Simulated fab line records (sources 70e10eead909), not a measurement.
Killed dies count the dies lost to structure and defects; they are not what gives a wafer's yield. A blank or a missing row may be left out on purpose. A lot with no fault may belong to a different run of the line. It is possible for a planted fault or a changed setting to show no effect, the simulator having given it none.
A struck lot beside a sound one + flow nandHarc + 17 out of 1302 route steps
Sound: the wafers L512.3, L512.4, L512.5. Struck: wafer L525.2 (left out: L525.1, L525.4 of the same lot, which were not struck); the cause appears at the end.
Per side, at each step with rows, come the tool, then ch with its chambers, and then its first start. Under that, the readings that differ: sound wafers + struck wafers + difference of the means + sigmas: that difference in standard deviations of wafers without a fault.
alike: words and numbers the same on both sides, and readings whose means are apart by under 2 such deviations; not compared: readings that were withheld, readings missing a value for some wafer, numbers with overlapping values and no deviation given by the record, and bounds like >300 which may hide the same value.
Wherever a step has rows on one side only, a row that says differs or no value, or a row with sigmas, the two part there. Non-overlapping numbers with no deviation appear without sigmas and do not part them. Lack of a reading on every wafer of one side parts them only where that side has two or more wafers.

NHARC_P_M0_OVL_MEAS_10: pitch 180 nm.
  sound on overlay-02 at day 6 05:29; struck on overlay-02 at day 12 00:42
  alike: overlayXNm, overlayYNm
NHARC_P_M0_INSPECT_11:
  sound on defectInspect-02 at day 6 05:31; struck on defectInspect-02 at day 12 00:44
  alike: rawDefectCount
NHARC_P_M0_DESCUM_14: chemistry O2, time 3 s.
  sound on rieDiel-10 ch 0,1,2, day 6 05:35; struck on rieDiel-11 ch 0, day 12 00:49
  alike: drypumpMotorCurrentA, oesProductAu, rfVppV, showerheadPlenumPTorr, throttleValvePct
  not compared: rfHoursCounterH
NHARC_P_M0_ETCH_34: etches the open film in N2/H2, target depth 40 nm, overetch 12 nm, time 43.94 s.
  sound on rieDiel-10 ch 1,3, day 6 05:40; struck on rieDiel-11 ch 2, day 12 00:54
  alike: drypumpMotorCurrentA, oesProductAu, rfFwdPowerW, rfVppV, showerheadPlenumPTorr, throttleValvePct
  not compared: rfHoursCounterH
then, 1 step without rows for these wafers: NHARC_P_M0_ETCH_15 (etches the open film in C4F8/Ar, target depth 150 nm, overetch 15 nm, time 82.5 s).
NHARC_P_M0_CD_MEAS_16:
  sound on cdSem-01 at day 6 05:53; struck on cdSem-03 at day 12 01:08
  alike: cdNm
NHARC_P_M0_STRIP_18: strips in N2/H2.
  sound on rieDiel-11 ch 0,2, day 6 05:59; struck on rieDiel-10 ch 0, day 12 01:13
  alike: drypumpMotorCurrentA, oesProductAu, rfFwdPowerW, rfVppV, showerheadPlenumPTorr, throttleValvePct
  not compared: rfHoursCounterH
then, 2 steps without rows for these wafers: NHARC_P_M0_STRIP_19 (strips in post etch residue remover, time 600 s); NHARC_P_M0_DEGAS_28 (time 60 s).
NHARC_P_M0_PRE_CLEAN_29: time 30 s.
  sound on pvdSputter-01; struck on pvdSputter-02
  alike: heaterPowerW
NHARC_P_M0_PVD_20: deposits TaN, target thk 5 nm, time 8.06 s.
  sound on pvdSputter-01; struck on pvdSputter-02
  alike: throttleValvePct
then, 1 step without rows for these wafers: NHARC_P_M0_PVD_21 (deposits Cu, target thk 30 nm, time 20.49 s).
NHARC_P_M0_ECD_22: material Cu, target thk 400 nm.
  sound on ecdCu-02 ch 0,1, day 6 06:58; struck on ecdCu-02 ch 0,1, day 12 02:07
then, 1 step without rows for these wafers: NHARC_P_M0_ANNEAL_30 (time 90 s).
NHARC_P_M0_CMP_23: polishes, t overpolish 20 s, target thk 117.54 nm.
  sound on cmp-01 ch 0,1, day 6 07:35; struck on cmp-01 ch 0, day 12 02:50
| reading             | sound          | struck | difference | sigmas |
|---------------------|----------------|--------|------------|--------|
| timeToEndpointS (s) | 32.0 28.0 27.4 | 50.5   | +21.4      | +8     |
  alike: motorCurrentA
NHARC_P_M0_THK_MEAS_24: measures by xrf.
  sound on filmMetro-02 at day 6 07:54; struck on filmMetro-02 at day 12 03:10
| reading    | sound             | struck | difference | sigmas |
|------------|-------------------|--------|------------|--------|
| thkNm (nm) | 116.8 116.6 114.8 | 119.8  | +3.7       | +3     |
after that, 1 step had no rows for these wafers: NHARC_END_SORT_01.

== WHERE THEY PART ==
At NHARC_P_M0_CMP_23 first; at NHARC_P_M0_THK_MEAS_24 last (within this record only).

WHY: what had been put in by the simulator
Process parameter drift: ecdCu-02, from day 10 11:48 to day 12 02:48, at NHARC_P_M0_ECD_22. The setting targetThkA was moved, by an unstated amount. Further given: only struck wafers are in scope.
